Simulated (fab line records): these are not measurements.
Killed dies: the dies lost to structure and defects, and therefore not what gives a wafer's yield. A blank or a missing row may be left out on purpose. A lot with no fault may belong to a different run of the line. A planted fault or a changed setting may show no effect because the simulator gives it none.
Chamber matching / flow n5Finfet / N5_BEOL_M13_DESCUM_33 on rieDiel-03 has 4 sister chambers
The step chemistry O2, time 7.9 s. 4 wafers are shown with their chamber, then 11 later ones without.

== EACH WAFER AND ITS CHAMBER ==
wafer=L087.6; chamber=3; drypumpMotorCurrentA (A)=5.4
wafer=L089.4; chamber=2; drypumpMotorCurrentA (A)=6.6
wafer=L089.6; chamber=1; drypumpMotorCurrentA (A)=4.9
wafer=L094.1; chamber=0; drypumpMotorCurrentA (A)=5.6

== WAFERS WHOSE CHAMBER IS MISSING ==
wafer=L094.2; drypumpMotorCurrentA (A)=4.9
wafer=L094.6; drypumpMotorCurrentA (A)=5.4
wafer=L091.1; drypumpMotorCurrentA (A)=5.7
wafer=L091.4; drypumpMotorCurrentA (A)=4.9
wafer=L091.5; drypumpMotorCurrentA (A)=5.6
wafer=L096.1; drypumpMotorCurrentA (A)=4.9
wafer=L096.2; drypumpMotorCurrentA (A)=6.6
wafer=L096.6; drypumpMotorCurrentA (A)=5.4
wafer=L097.1; drypumpMotorCurrentA (A)=4.9
wafer=L097.3; drypumpMotorCurrentA (A)=5.4
wafer=L097.5; drypumpMotorCurrentA (A)=6.6

== THE CHAMBER EACH PASSED THROUGH ==
wafer=L094.2; from the rows above=1; in truth=1
wafer=L094.6; from the rows above=3; in truth=3
wafer=L091.1; from the rows above=0; in truth=0
wafer=L091.4; from the rows above=1; in truth=1
wafer=L091.5; from the rows above=0; in truth=0
wafer=L096.1; from the rows above=1; in truth=1
wafer=L096.2; from the rows above=2; in truth=2
wafer=L096.6; from the rows above=3; in truth=3
wafer=L097.1; from the rows above=1; in truth=1
wafer=L097.3; from the rows above=3; in truth=3
wafer=L097.5; from the rows above=2; in truth=2
Correctly placed: 11 of 11. From these rows, 0 cannot be placed. Number placed wrongly: 0.
How it was worked out, from the rows above alone: a wafer's distance from a chamber is the root of the sum, over the readings, of the square of ((its reading less the chamber's mean) divided by the reading's scatter). If the next closest chamber is less than 2 further off than the closest, the wafer can't be placed; otherwise it belongs to the closest. Each chamber's mean is taken over the wafers shown for it. The scatter (one wafer shown for each chamber): square how far every hidden wafer sits from the nearest shown wafer, average those squares and take the square root.
